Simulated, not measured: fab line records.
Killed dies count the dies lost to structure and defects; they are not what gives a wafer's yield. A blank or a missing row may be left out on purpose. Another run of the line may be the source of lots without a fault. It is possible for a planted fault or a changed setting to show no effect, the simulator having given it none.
fab line records	flow n5Finfet
record: lots: 24	wafers: 72	lastDay: 17
route steps=1938 shown BEOL_M0_SAQP@638 BEOL_M0@730
lots that met no fault: taken from a fault-free run of the same line
startH: hours from the record's opening day to when the first of the lot's shown wafers began	waitH: hours since the lot's step before	" as in the row above	L1.1+2: several wafers, shown together as one row	- no value, or no start given	* or withheld: withheld	< > ~ a bound
route shown NAME@n: NAME is a module with steps in the file, n the number in the route of the first one	usual: mean/standard deviation taken from wafers without a fault	same: alike in all rows	chamber/n: place in a boat	sites: each site's reading	_std_site: the standard deviation of these	_edge_site: mean of outer sites minus mean of inner sites	radiusMm: how far each site lies from the wafer's centre	mask NAME#n: copy n	behind: the last tool/chamber to shape the wafer	hold: reason for holding the lot/hours on hold/outcome of the hold	device: transistor that didn't switch, given as n, p or np	end of line: tests of these same wafers at the route's end	for a step that has no rows: nothing shown but its recipe	killed: the dies lost at the first sort to structure and to defects; this is not the yield of the wafer	map: shows each die of a wafer: x if killed, . if not, _ if none is there
set.NAME: setting as actually run; set.NAME@STEP: the setting as run at that earlier step	model.NAME: the simulator's own value behind a step, which no gauge read
a sample of lots followed through the steps of the route, with each step as a table and each wafer as a row
services: the hour from which a tool's chamber was out of use, counted from the record's first day as startH (under 0 if before that day), plus the number of hours and why
== steps ==
step: N5_BEOL_M0_SAQP_PECVD_04
recipe: material: a-Si	targetThkA: 600	tempC: 350	precursor: SiH4/He	pressureTorr: 3	rfW: 100	timeS: 60.2
usual: heaterPowerW: 662/92	showerheadPlenumPTorr: 5.67/0.049	throttleValvePct: 18.2/0.84
lot.wafer	tool	chamber	startH	waitH	heaterPowerW	showerheadPlenumPTorr	throttleValvePct
L074.2	pecvd-04	1	106.33	0.0	818	5.69	17.7
L074.5	"	0	"	"	596	5.63	18.8
L074.6	"	1	"	"	801	5.71	17.5
L075.3	pecvd-03	1	116.51	0.0	592	5.76	18.8
L075.4	"	0	"	"	593	5.76	18.1
L075.5	"	1	"	"	596	5.74	18.8
L076.2	pecvd-01	2	120.01	0.0	630	5.59	17.4
L076.4	"	2	"	"	630	5.59	17.3
L076.6	"	1	"	"	749	5.65	19.1
L077.1	pecvd-03	1	124.14	0.0	504	5.74	18.4
L077.3	"	2	"	"	678	5.64	17.8
L077.5	"	0	"	"	554	5.75	17.9
L078.1	pecvd-01	0	136.92	0.0	766	5.68	19.0
L078.3	"	2	"	"	648	5.59	17.2
L078.6	"	2	"	"	542	5.59	17.2
L079.1	pecvd-03	0	139.54	0.0	526	5.77	17.9
L079.4	"	2	"	"	694	5.63	17.6
L079.6	"	0	"	"	537	5.76	18.1
L080.1	pecvd-01	2	143.92	0.0	632	5.59	17.4
L080.3	"	0	"	"	699	5.66	19.5
L080.6	"	1	"	"	809	5.67	19.1
L081.1	pecvd-04	2	147.59	0.0	747	5.68	16.7
L081.4	"	2	"	"	769	5.69	16.7
L081.6	"	1	"	"	820	5.71	17.6
L082.1	pecvd-01	0	154.02	0.0	694	5.67	19.4
L082.4	"	1	"	"	684	5.66	19.0
L082.6	"	0	"	"	697	5.66	19.2
L083.1	pecvd-01	0	157.86	0.0	751	5.67	19.2
L083.2	"	2	"	"	623	5.60	17.3
L083.4	"	1	"	"	767	5.67	19.4
L084.3	pecvd-01	0	167.65	0.0	771	5.67	19.4
L084.5	"	1	"	"	748	5.65	19.2
L084.6	"	0	"	"	763	5.66	19.4
L085.2	pecvd-01	2	175.18	0.0	598	5.60	17.5
L085.4	"	2	"	"	596	5.59	17.4
L085.6	"	0	"	"	661	5.66	19.4
L086.1	pecvd-01	2	178.41	0.0	601	5.58	17.5
L086.2	"	0	"	"	730	5.66	19.5
L086.4	"	2	"	"	593	5.59	17.7
L087.2	pecvd-04	2	184.98	0.0	706	5.69	17.1
L087.5	"	1	"	"	831	5.70	17.7
L087.6	"	2	"	"	737	5.68	16.9
L088.2	pecvd-04	1	199.31	0.0	735	5.70	17.8
L088.3	"	0	"	"	515	5.63	18.7
L088.5	"	1	"	"	721	5.71	17.6
L089.2	pecvd-03	2	202.32	0.0	610	5.64	17.9
L089.3	"	0	"	"	563	5.75	18.0
L089.6	"	0	"	"	556	5.75	18.2
L090.1	pecvd-04	1	206.18	0.0	718	5.70	17.7
L090.3	"	0	"	"	565	5.64	18.8
L090.6	"	1	"	"	764	5.71	17.4
L091.4	pecvd-03	2	211.21	0.0	656	5.64	17.6
L091.5	"	0	"	"	522	5.75	18.1
L091.6	"	1	"	"	598	5.75	18.6
L092.1	pecvd-03	2	214.37	0.0	702	5.65	17.3
L092.4	"	2	"	"	720	5.63	17.6
L092.6	"	1	"	"	571	5.74	18.7
L093.1	pecvd-04	2	224.02	0.0	645	5.71	16.9
L093.4	"	0	"	"	519	5.66	18.8
L093.5	"	2	"	"	667	5.70	16.9
L094.2	pecvd-04	0	230.65	0.0	548	5.67	18.9
L094.3	"	0	"	"	576	5.65	18.7
L094.4	"	2	"	"	666	5.71	17.0
L095.1	pecvd-01	0	236.99	0.0	767	5.68	19.2
L095.3	"	2	"	"	615	5.61	17.6
L095.4	"	1	"	"	766	5.67	19.5
L096.2	pecvd-03	2	242.62	0.0	673	5.64	17.7
L096.3	"	0	"	"	553	5.75	18.1
L096.6	"	0	"	"	557	5.76	18.1
L097.1	pecvd-04	0	247.16	0.0	610	5.66	18.9
L097.4	"	2	"	"	761	5.70	17.1
L097.5	"	1	"	"	813	5.70	17.6
step: N5_BEOL_M0_SAQP_ETCH_88
recipe: chemistry: N2/H2	target: underlayer	targetDepthA: 65	timeS: 5.2	ionEnergyEv: 200	maskMaterial: CAR-EUV	pressureMtorr: 30	sourceW: 840	biasW: 150	n2FlowSccm: 200	h2FlowSccm: 200	ends: cleared
usual: drypumpMotorCurrentA: 5.6/0.6	etchRfOnTimeS: 5.17/0.085	oesProductAu: 0.66/0.078	rfVppV: 524.2/3	showerheadPlenumPTorr: 2.56/0.1	throttleValvePct: 17.85/0.26
lot.wafer	tool	chamber	startH	waitH	drypumpMotorCurrentA	etchRfOnTimeS	oesProductAu	rfHoursCounterH	rfVppV	showerheadPlenumPTorr	throttleValvePct
L074.2	rieDiel-05	3	111.00	0.0	6.8	5.08	0.68	122	522.4	2.46	17.84
L074.5	"	1	"	"	6.0	5.22	0.58	-	525.0	2.52	18.33
L074.6	"	0	"	"	4.7	5.03	0.80	-	522.5	2.49	17.53
L075.3	rieDiel-03	2	121.69	0.0	5.2	5.28	0.65	135	526.9	2.65	17.64
L075.4	"	2	"	"	5.2	5.24	0.64	-	526.4	2.65	17.67
L075.5	"	0	"	"	5.4	5.19	0.61	-	525.8	2.61	17.84
L076.2	rieDiel-05	0	124.47	0.0	4.7	5.09	0.78	20	522.2	2.49	17.55
L076.4	"	2	"	"	6.2	5.25	0.61	156	522.1	2.43	17.89
L076.6	"	1	"	"	6.0	5.29	0.58	-	522.1	2.52	18.32
L077.1	rieDiel-05	1	128.95	0.0	6.0	5.28	0.58	234	522.9	2.52	18.35
L077.3	"	0	"	"	4.7	5.07	0.79	21	521.7	2.49	17.54
L077.5	"	0	"	"	4.7	5.01	0.80	-	521.9	2.49	17.54
L078.1	rieDiel-01	2	143.49	0.0	6.4	5.21	0.64	171	527.6	2.64	18.29
L078.3	"	0	"	"	6.0	5.21	0.59	240	525.7	2.62	18.08
L078.6	"	3	"	"	4.8	5.30	0.58	-	525.1	2.62	17.83
L079.1	rieDiel-03	0	145.90	0.0	5.4	5.20	0.61	219	526.8	2.61	17.88
L079.4	"	3	"	"	5.2	5.18	0.66	113	517.0	2.36	17.64
L079.6	"	2	"	"	5.2	5.20	0.66	-	529.0	2.65	17.67
L080.1	rieDiel-03	0	148.91	0.0	5.4	5.22	0.60	220	525.7	2.61	17.86
L080.3	"	2	"	"	5.2	5.25	0.63	142	523.1	2.65	17.69
L080.6	"	3	"	"	5.2	5.20	0.65	-	520.0	2.36	17.64
L081.1	rieDiel-01	3	152.10	0.0	4.9	5.23	0.57	242	525.1	2.61	17.85
L081.4	"	2	"	"	6.3	5.15	0.63	173	526.8	2.64	18.29
L081.6	"	1	"	"	5.8	5.03	0.81	-	526.8	2.71	17.55
L082.1	rieDiel-05	3	159.58	0.0	6.8	5.13	0.67	138	520.1	2.45	17.84
L082.4	"	2	"	"	6.2	5.29	0.61	167	520.8	2.43	17.90
L082.6	"	1	"	"	6.0	5.33	0.57	-	522.8	2.51	18.33
L083.1	rieDiel-01	2	163.15	0.0	6.4	5.12	0.64	177	525.6	2.64	18.27
L083.2	"	0	"	"	6.0	5.15	0.59	245	524.8	2.62	18.05
L083.4	"	3	"	"	4.9	5.24	0.59	245	526.5	2.61	17.85
L084.3	rieDiel-03	2	172.24	0.0	5.1	5.20	0.64	149	527.6	2.65	17.71
L084.5	"	2	"	"	5.1	5.19	0.65	-	526.5	2.65	17.71
L084.6	"	1	"	"	5.5	5.09	0.63	-	528.2	2.64	17.71
L085.2	rieDiel-05	0	180.47	0.0	4.7	5.03	0.76	38	524.9	2.48	17.57
L085.4	"	1	"	"	6.0	5.25	0.58	250	523.9	2.51	18.35
L085.6	"	1	"	"	6.0	5.23	0.58	-	524.1	2.51	18.36
L086.1	rieDiel-01	1	183.09	0.0	5.8	5.06	0.79	31	527.4	2.70	17.57
L086.2	"	2	"	"	6.3	5.18	0.63	184	525.6	2.64	18.31
L086.4	"	1	"	"	5.8	5.12	0.77	-	528.2	2.70	17.54
L087.2	rieDiel-01	0	192.68	0.0	6.0	5.12	0.58	254	523.0	2.61	18.08
L087.5	"	1	"	"	5.8	5.01	0.78	-	528.2	2.70	17.56
L087.6	"	0	"	"	6.0	5.16	0.58	-	527.4	2.61	18.09
L088.2	rieDiel-05	1	204.25	0.0	6.0	5.11	0.85	0	523.9	2.51	17.96
L088.3	"	3	"	"	6.8	5.06	0.65	154	521.1	2.44	17.91
L088.5	"	0	"	"	4.7	5.06	0.73	-	523.6	2.48	17.59
L089.2	rieDiel-03	1	207.10	0.0	5.4	5.20	0.62	181	525.9	2.63	17.74
L089.3	"	0	"	"	5.4	5.30	0.60	235	526.8	2.60	17.88
L089.6	"	2	"	"	5.2	5.34	0.63	-	527.6	2.64	17.73
L090.1	rieDiel-01	1	210.73	0.0	5.8	5.12	0.76	41	526.4	2.70	17.56
L090.3	"	3	"	"	4.9	5.10	0.82	4	524.5	2.61	17.43
L090.6	"	2	"	"	6.4	5.22	0.63	-	526.0	2.63	18.32
L091.4	rieDiel-03	2	217.13	0.0	5.1	5.17	0.63	162	528.9	2.64	17.71
L091.5	"	2	"	"	5.2	5.21	0.63	-	527.3	2.64	17.72
L091.6	"	1	"	"	5.5	5.15	0.62	-	525.8	2.63	17.73
L092.1	rieDiel-01	2	219.46	0.0	6.4	5.18	0.62	197	526.7	2.63	18.35
L092.4	"	2	"	"	6.4	5.15	0.62	-	525.5	2.63	18.33
L092.6	"	1	"	"	5.8	5.06	0.76	-	528.2	2.70	17.57
L093.1	rieDiel-05	1	228.63	0.0	6.0	5.19	0.81	7	522.7	2.51	17.96
L093.4	"	0	"	"	4.7	5.12	0.71	54	522.9	2.47	17.59
L093.5	"	1	"	"	6.0	5.20	0.81	-	523.9	2.51	17.96
L094.2	rieDiel-05	2	235.93	0.0	6.2	5.30	0.59	192	519.9	2.42	17.93
L094.3	"	1	"	"	6.0	5.13	0.82	9	520.9	2.51	17.95
L094.4	"	3	"	"	6.8	5.15	0.64	163	519.0	2.44	17.88
L095.1	rieDiel-03	1	241.91	0.0	5.5	5.12	0.62	192	526.0	2.63	17.74
L095.3	"	3	"	"	5.2	5.20	0.64	142	518.8	2.35	17.72
L095.4	"	2	"	"	5.2	5.24	0.63	170	526.9	2.64	17.74
L096.2	rieDiel-03	0	247.32	0.0	5.4	5.20	0.60	247	525.9	2.60	17.89
L096.3	"	2	"	"	5.1	5.28	0.61	171	526.2	2.64	17.73
L096.6	"	3	"	"	5.2	5.28	0.63	-	519.1	2.35	17.72
L097.1	rieDiel-05	3	252.16	0.0	6.8	5.14	0.65	168	522.4	2.44	17.92
L097.4	"	0	"	"	4.7	5.09	0.72	61	521.7	2.47	17.60
L097.5	"	0	"	"	4.7	5.06	0.73	-	522.1	2.47	17.64
step: N5_BEOL_M0_SAQP_STRIP_75
recipe: chemistry: CF4	resist: SiARC	powerW: 300	biasPowerW: 75	pressureMtorr: 50	cf4FlowSccm: 150	rfFrequencyHz: 6e+07
usual: drypumpMotorCurrentA: 5.6/0.52	oesProductAu: 0.178/0.017	rfVppV: 271.4/1.9	showerheadPlenumPTorr: 1.81/0.072	throttleValvePct: 13.55/0.19
lot.wafer	tool	chamber	startH	waitH	drypumpMotorCurrentA	oesProductAu	rfHoursCounterH	rfVppV	showerheadPlenumPTorr	throttleValvePct
L074.2	rieDiel-03	0	111.91	0.1	5.3	0.164	207	273.2	1.85	13.59
L074.5	"	3	"	"	5.2	0.183	-	269.0	1.68	13.41
L074.6	"	2	"	"	5.2	0.178	-	271.9	1.86	13.47
L075.3	rieDiel-03	0	122.65	0.1	5.4	0.169	213	273.1	1.85	13.60
L075.4	"	2	"	"	5.2	0.180	135	274.3	1.86	13.49
L075.5	"	2	"	"	5.2	0.173	-	272.2	1.86	13.48
L076.2	rieDiel-03	2	125.36	0.1	5.1	0.179	136	271.6	1.86	13.49
L076.4	"	0	"	"	5.4	0.167	214	272.3	1.85	13.60
L076.6	"	3	"	"	5.2	0.185	-	268.3	1.68	13.43
L077.1	rieDiel-01	3	129.83	0.1	4.9	0.156	235	272.4	1.84	13.67
L077.3	"	2	"	"	6.4	0.174	165	273.1	1.86	13.86
L077.5	"	2	"	"	6.4	0.173	-	270.7	1.86	13.85
L078.1	rieDiel-03	2	144.36	0.1	5.2	0.184	140	271.8	1.86	13.52
L078.3	"	3	"	"	5.2	0.181	113	267.6	1.68	13.45
L078.6	"	1	"	"	5.4	0.169	-	271.7	1.85	13.43
L079.1	rieDiel-01	1	146.78	0.1	5.8	0.217	19	275.2	1.90	13.27
L079.4	"	0	"	"	6.0	0.156	241	273.1	1.84	13.84
L079.6	"	0	"	"	6.0	0.156	-	271.0	1.84	13.84
L080.1	rieDiel-01	2	149.79	0.1	6.3	0.172	173	273.8	1.86	13.87
L080.3	"	3	"	"	4.8	0.158	242	272.4	1.84	13.68
L080.6	"	1	"	"	5.8	0.207	-	273.6	1.90	13.27
L081.1	rieDiel-05	0	152.98	0.1	4.7	0.204	29	270.5	1.75	13.30
L081.4	"	2	"	"	6.2	0.169	165	269.1	1.72	13.69
L081.6	"	3	"	"	6.8	0.181	-	267.9	1.73	13.58
L082.1	rieDiel-03	3	160.61	0.1	5.2	0.176	118	268.8	1.68	13.47
L082.4	"	2	"	"	5.2	0.175	145	272.6	1.86	13.52
L082.6	"	1	"	"	5.4	0.170	-	273.0	1.85	13.47
L083.1	rieDiel-03	0	164.02	0.1	5.4	0.166	225	272.6	1.85	13.60
L083.2	"	3	"	"	5.2	0.183	120	268.9	1.68	13.45
L083.4	"	1	"	"	5.4	0.170	170	273.5	1.85	13.46
L084.3	rieDiel-05	2	173.12	0.1	6.2	0.170	171	267.4	1.72	13.71
L084.5	"	0	"	"	4.7	0.200	-	269.8	1.75	13.32
L084.6	"	3	"	"	6.8	0.179	-	270.5	1.72	13.60
L085.2	rieDiel-01	2	181.40	0.1	6.3	0.170	184	272.8	1.85	13.89
L085.4	"	2	"	"	6.3	0.169	-	271.1	1.85	13.90
L085.6	"	1	"	"	5.8	0.212	-	274.5	1.89	13.30
L086.1	rieDiel-05	0	184.07	0.1	4.7	0.202	39	271.2	1.75	13.32
L086.2	"	3	"	"	6.8	0.179	146	269.1	1.72	13.62
L086.4	"	0	"	"	4.7	0.199	-	271.2	1.75	13.31
L087.2	rieDiel-03	2	193.56	0.1	5.1	0.178	154	272.0	1.86	13.54
L087.5	"	2	"	"	5.1	0.181	-	272.4	1.86	13.53
L087.6	"	3	"	"	5.2	0.170	-	267.9	1.67	13.48
L088.2	rieDiel-03	3	205.30	0.1	5.2	0.178	131	267.5	1.67	13.49
L088.3	"	0	"	"	5.3	0.160	235	273.4	1.85	13.62
L088.5	"	3	"	"	5.2	0.175	-	269.3	1.67	13.48
L089.2	rieDiel-03	1	207.98	0.1	5.4	0.166	182	272.7	1.85	13.49
L089.3	"	3	"	"	5.2	0.175	132	267.5	1.67	13.49
L089.6	"	1	"	"	5.5	0.165	-	272.1	1.85	13.49
L090.1	rieDiel-03	0	211.65	0.1	5.4	0.164	237	271.4	1.85	13.65
L090.3	"	2	"	"	5.2	0.169	160	271.2	1.86	13.55
L090.6	"	3	"	"	5.3	0.176	-	268.2	1.67	13.49
L091.4	rieDiel-01	1	218.11	0.0	5.8	0.207	-	273.8	1.89	13.32
L091.5	"	3	"	"	4.9	0.215	-	270.2	1.84	13.15
L091.6	"	2	"	"	6.3	0.174	-	271.4	1.85	13.93
L092.1	rieDiel-03	2	220.47	0.1	5.1	0.172	162	272.5	1.85	13.54
L092.4	"	3	"	"	5.3	0.174	135	268.1	1.67	13.49
L092.6	"	0	"	"	5.3	0.160	-	272.3	1.85	13.65
L093.1	rieDiel-03	2	229.50	0.1	5.1	0.173	164	271.5	1.85	13.56
L093.4	"	0	"	"	5.3	0.159	241	270.6	1.85	13.66
L093.5	"	3	"	"	5.2	0.181	-	267.9	1.67	13.49
L094.2	rieDiel-01	0	236.80	0.1	6.0	0.231	4	272.2	1.83	13.31
L094.3	"	1	"	"	5.8	0.200	51	272.8	1.89	13.33
L094.4	"	3	"	"	4.9	0.212	13	270.5	1.83	13.17
L095.1	rieDiel-01	0	242.78	0.1	6.0	0.232	6	271.9	1.83	13.32
L095.3	"	2	"	"	6.3	0.168	205	271.4	1.85	13.95
L095.4	"	3	"	"	4.9	0.203	15	271.1	1.83	13.17
L096.2	rieDiel-05	0	248.19	0.1	4.7	0.196	61	268.3	1.75	13.36
L096.3	"	1	"	"	6.0	0.211	14	269.2	1.76	13.39
L096.6	"	0	"	"	4.7	0.198	-	271.5	1.75	13.37
L097.1	rieDiel-03	1	253.03	0.1	5.4	0.170	196	273.9	1.84	13.52
L097.4	"	3	"	"	5.2	0.172	-	267.9	1.67	13.51
L097.5	"	0	"	"	5.4	0.163	-	270.7	1.84	13.66
step: N5_BEOL_M0_PRE_CLEAN_113
recipe: gas: H2/He	timeS: 30	tempC: 250
usual: heaterPowerW: 343/36
lot.wafer	tool	chamber	startH	waitH	heaterPowerW
L074.2	pvdSputter-01	-	114.29	0.0	367
L074.5	"	-	"	"	371
L074.6	"	-	"	"	315
L075.3	pvdSputter-03	-	130.27	0.0	348
L075.4	"	-	"	"	388
L075.5	"	-	"	"	347
L077.1	pvdSputter-02	-	132.26	0.0	387
L077.3	"	-	"	"	302
L077.5	"	-	"	"	359
L076.2	pvdSputter-03	-	132.43	0.0	294
L076.4	"	-	"	"	308
L076.6	"	-	"	"	293
L078.1	pvdSputter-02	-	148.97	0.0	324
L078.3	"	-	"	"	304
L078.6	"	-	"	"	322
L079.1	pvdSputter-03	-	150.86	0.0	313
L079.4	"	-	"	"	383
L079.6	"	-	"	"	385
L080.1	pvdSputter-02	-	152.05	0.0	330
L080.3	"	-	"	"	358
L080.6	"	-	"	"	371
L081.1	pvdSputter-02	-	154.93	0.0	326
L081.4	"	-	"	"	374
L081.6	"	-	"	"	393
L082.1	pvdSputter-02	-	162.66	0.0	387
L082.4	"	-	"	"	326
L082.6	"	-	"	"	362
L083.1	pvdSputter-02	-	169.16	0.0	301
L083.2	"	-	"	"	366
L083.4	"	-	"	"	323
L084.3	pvdSputter-01	-	174.91	0.0	378
L084.5	"	-	"	"	379
L084.6	"	-	"	"	320
L085.2	pvdSputter-02	-	185.05	0.0	296
L085.4	"	-	"	"	323
L085.6	"	-	"	"	365
L086.1	pvdSputter-03	-	188.84	0.0	351
L086.2	"	-	"	"	384
L086.4	"	-	"	"	293
L087.2	pvdSputter-02	-	201.86	0.0	364
L087.5	"	-	"	"	311
L087.6	"	-	"	"	389
L088.2	pvdSputter-01	-	211.40	0.0	321
L088.3	"	-	"	"	365
L088.5	"	-	"	"	292
L089.2	pvdSputter-02	-	211.82	0.0	390
L089.3	"	-	"	"	323
L089.6	"	-	"	"	403
L090.1	pvdSputter-01	-	218.96	0.0	370
L090.3	"	-	"	"	328
L090.6	"	-	"	"	283
L091.4	pvdSputter-03	-	221.33	0.0	298
L091.5	"	-	"	"	379
L091.6	"	-	"	"	345
L092.1	pvdSputter-02	-	227.25	0.0	394
L092.4	"	-	"	"	326
L092.6	"	-	"	"	384
L093.1	pvdSputter-02	-	234.27	0.0	325
L093.4	"	-	"	"	399
L093.5	"	-	"	"	389
L094.2	pvdSputter-02	-	239.38	0.0	366
L094.3	"	-	"	"	319
L094.4	"	-	"	"	393
L095.1	pvdSputter-03	-	247.87	0.0	289
L095.3	"	-	"	"	304
L095.4	"	-	"	"	351
L096.2	pvdSputter-03	-	252.39	0.0	310
L096.3	"	-	"	"	304
L096.6	"	-	"	"	382
L097.1	pvdSputter-03	-	259.05	0.0	304
L097.4	"	-	"	"	354
L097.5	"	-	"	"	310
step: N5_BEOL_M0_ANNEAL_135
recipe: tempC: 400	timeS: 60	ambient: vacuum
usual: heaterPowerW: 849/87
lot.wafer	tool	chamber	startH	waitH	heaterPowerW
L074.2	pvdSputter-02	-	115.88	0.0	791
L074.5	"	-	"	"	813
L074.6	"	-	"	"	775
L075.3	pvdSputter-03	-	131.31	0.0	889
L075.4	"	-	"	"	732
L075.5	"	-	"	"	783
L077.1	pvdSputter-02	-	133.21	0.0	810
L077.3	"	-	"	"	924
L077.5	"	-	"	"	960
L076.2	pvdSputter-03	-	133.37	0.0	860
L076.4	"	-	"	"	771
L076.6	"	-	"	"	947
L078.1	pvdSputter-02	-	151.35	0.0	745
L078.3	"	-	"	"	892
L078.6	"	-	"	"	804
L079.1	pvdSputter-02	-	151.89	0.0	766
L079.4	"	-	"	"	910
L079.6	"	-	"	"	947
L080.1	pvdSputter-03	-	153.36	0.0	894
L080.3	"	-	"	"	960
L080.6	"	-	"	"	886
L081.1	pvdSputter-02	-	157.55	0.0	816
L081.4	"	-	"	"	749
L081.6	"	-	"	"	810
L082.1	pvdSputter-02	-	163.52	0.0	923
L082.4	"	-	"	"	753
L082.6	"	-	"	"	757
L083.1	pvdSputter-01	-	170.11	0.0	903
L083.2	"	-	"	"	817
L083.4	"	-	"	"	718
L084.3	pvdSputter-01	-	177.31	0.0	707
L084.5	"	-	"	"	943
L084.6	"	-	"	"	808
L085.2	pvdSputter-03	-	187.72	0.0	738
L085.4	"	-	"	"	872
L085.6	"	-	"	"	786
L086.1	pvdSputter-03	-	189.97	0.0	793
L086.2	"	-	"	"	744
L086.4	"	-	"	"	887
L087.2	pvdSputter-02	-	202.72	0.0	791
L087.5	"	-	"	"	909
L087.6	"	-	"	"	997
L088.2	pvdSputter-03	-	212.44	0.0	779
L088.3	"	-	"	"	871
L088.5	"	-	"	"	736
L089.2	pvdSputter-03	-	213.08	0.0	981
L089.3	"	-	"	"	773
L089.6	"	-	"	"	869
L090.1	pvdSputter-03	-	220.39	0.0	862
L090.3	"	-	"	"	964
L090.6	"	-	"	"	786
L091.4	pvdSputter-02	-	222.33	0.0	803
L091.5	"	-	"	"	979
L091.6	"	-	"	"	917
L092.1	pvdSputter-02	-	229.71	0.0	796
L092.4	"	-	"	"	764
L092.6	"	-	"	"	821
L093.1	pvdSputter-02	-	236.63	0.0	899
L093.4	"	-	"	"	800
L093.5	"	-	"	"	920
L094.2	pvdSputter-01	-	240.29	0.0	728
L094.3	"	-	"	"	940
L094.4	"	-	"	"	818
L095.1	pvdSputter-03	-	248.81	0.0	729
L095.3	"	-	"	"	942
L095.4	"	-	"	"	781
L096.2	pvdSputter-03	-	253.16	0.0	876
L096.3	"	-	"	"	769
L096.6	"	-	"	"	884
L097.1	pvdSputter-03	-	260.02	0.0	773
L097.4	"	-	"	"	751
L097.5	"	-	"	"	785
step: N5_BEOL_M0_CMP_120
recipe: stopOn: SiOC	tOverpolishS: 6.9	downForcePsi: 1	platenRpm: 50	clearingPlatenDownForcePsi: 1.5	clearingPlatenRpm: 50	postCmpClean: cuAlkaline	clearingPlatenPadVelocityMS: 0.99484	padVelocityMS: 0.99484
usual: barrierFieldEndpointS: 3.65/0.11	motorCurrentA: 6.2/0.63	overpolishRunS: 6.900/0.0089	timeToEndpointS: 62.9/2.5
same: tOverpolishS: 6.9
lot.wafer	tool	chamber	startH	waitH	barrierFieldEndpointS	motorCurrentA	overpolishRunS	timeToEndpointS
L074.2	cmp-02	2	116.41	0.2	3.63	5.4	6.894	62.4
L074.5	"	2	"	"	3.67	5.3	6.909	62.6
L074.6	"	3	"	"	3.61	6.5	6.891	58.1
L075.3	cmp-03	3	131.95	0.2	3.94	6.9	6.887	65.3
L075.4	"	0	"	"	3.81	5.1	6.893	63.8
L075.5	"	2	"	"	3.76	5.7	6.894	63.2
L077.3	cmp-03	1	134.68	0.5	3.74	5.9	6.899	65.5
L077.1	"	3	"	"	3.74	6.9	6.905	66.5
L077.5	"	2	"	"	3.67	5.8	6.899	58.2
L076.4	cmp-02	0	134.78	0.3	3.59	5.8	6.917	62.2
L076.2	"	2	"	"	3.63	5.5	6.903	62.7
L076.6	"	3	"	"	3.76	6.5	6.906	64.0
L078.3	cmp-02	0	151.88	0.2	3.58	5.9	6.923	60.5
L078.1	"	3	"	"	3.50	6.4	6.879	60.0
L078.6	"	1	"	"	3.62	5.8	6.902	62.9
L079.1	cmp-04	0	152.46	0.3	3.77	6.0	6.880	61.0
L079.4	"	1	"	"	3.74	7.8	6.889	59.7
L079.6	"	3	"	"	3.66	6.0	6.907	63.9
L080.3	cmp-04	1	154.13	0.2	3.64	7.6	6.904	59.3
L080.1	"	2	"	"	3.59	6.7	6.891	62.5
L080.6	"	1	"	"	3.59	7.8	6.903	61.6
L081.4	cmp-03	0	158.09	0.1	3.57	5.6	6.900	65.6
L081.1	"	1	"	"	3.70	6.2	6.917	67.7
L081.6	"	1	"	"	3.61	6.0	6.897	62.7
L082.4	cmp-02	2	164.05	0.1	3.63	5.4	6.891	61.3
L082.1	"	0	"	"	3.55	5.9	6.903	60.9
L082.6	"	3	"	"	3.75	6.4	6.887	64.0
L083.1	cmp-02	0	171.52	0.3	3.54	6.2	6.896	64.9
L083.2	"	1	"	"	3.58	5.8	6.907	67.9
L083.4	"	3	"	"	3.66	6.4	6.897	66.8
L084.3	cmp-04	1	177.86	0.2	3.60	7.7	6.886	61.7
L084.6	"	1	"	"	3.74	8.1	6.903	66.2
L084.5	"	2	"	"	3.74	7.1	6.906	61.9
L085.4	cmp-04	0	188.73	0.6	3.82	6.2	6.895	66.4
L085.2	"	1	"	"	3.53	7.6	6.911	64.7
L085.6	"	3	"	"	3.68	6.1	6.896	68.8
L086.1	cmp-02	3	190.50	0.3	3.62	6.3	6.895	60.9
L086.4	"	1	"	"	3.47	5.7	6.902	61.5
L086.2	"	2	"	"	3.65	5.6	6.919	64.0
L087.2	cmp-03	2	203.45	0.3	3.55	5.8	6.901	62.5
L087.6	"	1	"	"	3.55	5.9	6.897	60.7
L087.5	"	2	"	"	3.49	5.6	6.911	60.8
L088.3	cmp-04	1	213.03	0.2	3.60	7.4	6.895	62.1
L088.2	"	3	"	"	3.56	6.1	6.900	65.1
L088.5	"	0	"	"	3.50	5.9	6.908	60.1
L089.2	cmp-03	1	213.61	0.2	3.54	6.2	6.903	61.1
L089.3	"	2	"	"	3.42	5.8	6.907	57.3
L089.6	"	1	"	"	3.56	6.0	6.896	61.7
L090.3	cmp-04	0	220.96	0.2	3.77	6.0	6.889	62.2
L090.1	"	1	"	"	3.60	7.5	6.898	63.2
L090.6	"	0	"	"	3.90	6.1	6.889	64.7
L091.4	cmp-02	2	222.98	0.2	3.60	5.6	6.871	61.1
L091.5	"	3	"	"	3.64	6.3	6.890	62.0
L091.6	"	0	"	"	3.62	5.8	6.905	58.2
L092.1	cmp-03	2	230.33	0.3	3.58	5.7	6.898	60.7
L092.4	"	3	"	"	3.56	6.7	6.894	65.3
L092.6	"	1	"	"	3.61	6.0	6.890	61.2
L093.1	cmp-02	0	237.32	0.3	3.54	6.0	6.890	60.6
L093.4	"	2	"	"	3.59	5.6	6.902	61.9
L093.5	"	0	"	"	3.68	5.5	6.901	63.1
L094.2	cmp-04	2	240.94	0.2	3.60	7.0	6.896	64.7
L094.3	"	3	"	"	3.60	6.2	6.904	65.1
L094.4	"	0	"	"	3.40	6.2	6.908	61.9
L095.4	cmp-03	2	250.00	0.1	3.74	5.8	6.902	65.8
L095.3	"	3	"	"	3.79	6.7	6.910	64.7
L095.1	"	0	"	"	3.84	5.1	6.894	67.5
L096.2	cmp-03	1	253.77	0.3	3.66	6.2	6.914	64.8
L096.3	"	2	"	"	3.54	5.9	6.907	60.8
L096.6	"	0	"	"	3.64	5.5	6.912	65.3
L097.1	cmp-02	1	261.00	0.3	3.65	5.7	6.898	59.9
L097.4	"	3	"	"	3.66	6.0	6.898	58.0
L097.5	"	1	"	"	3.56	5.5	6.900	59.0
== services ==
tool	chamber	startH	hours	kind
cmp-04	-	83.60	0.7	repair
pecvd-03	0	83.67	12.7	repair
cmp-02	-	94.66	1.1	repair
rieDiel-03	1	95.95	26.3	repair
rieDiel-05	2	110.34	6.6	repair
cmp-02	-	113.38	1.9	repair
cmp-02	-	119.91	0.9	repair
pvdSputter-02	-	125.20	3.7	repair
rieDiel-05	-	125.78	2.8	pm
rieDiel-01	3	132.83	3.4	repair
cmp-04	-	133.41	5.1	pm
pecvd-04	-	133.61	0.5	repair
rieDiel-03	-	137.82	2.8	pm
cmp-02	-	162.41	1.0	repair
rieDiel-01	0	171.33	5.5	repair
pecvd-03	-	182.57	0.5	repair
cmp-04	-	186.11	2.3	repair
cmp-03	-	188.55	3.8	pm
pecvd-04	-	197.88	0.6	repair
rieDiel-01	-	202.49	2.8	pm
cmp-02	-	238.64	4.0	pm
cmp-03	-	240.49	0.4	repair
rieDiel-01	2	247.19	13.3	repair
rieDiel-03	2	251.67	11.3	repair
== key ==
fault none
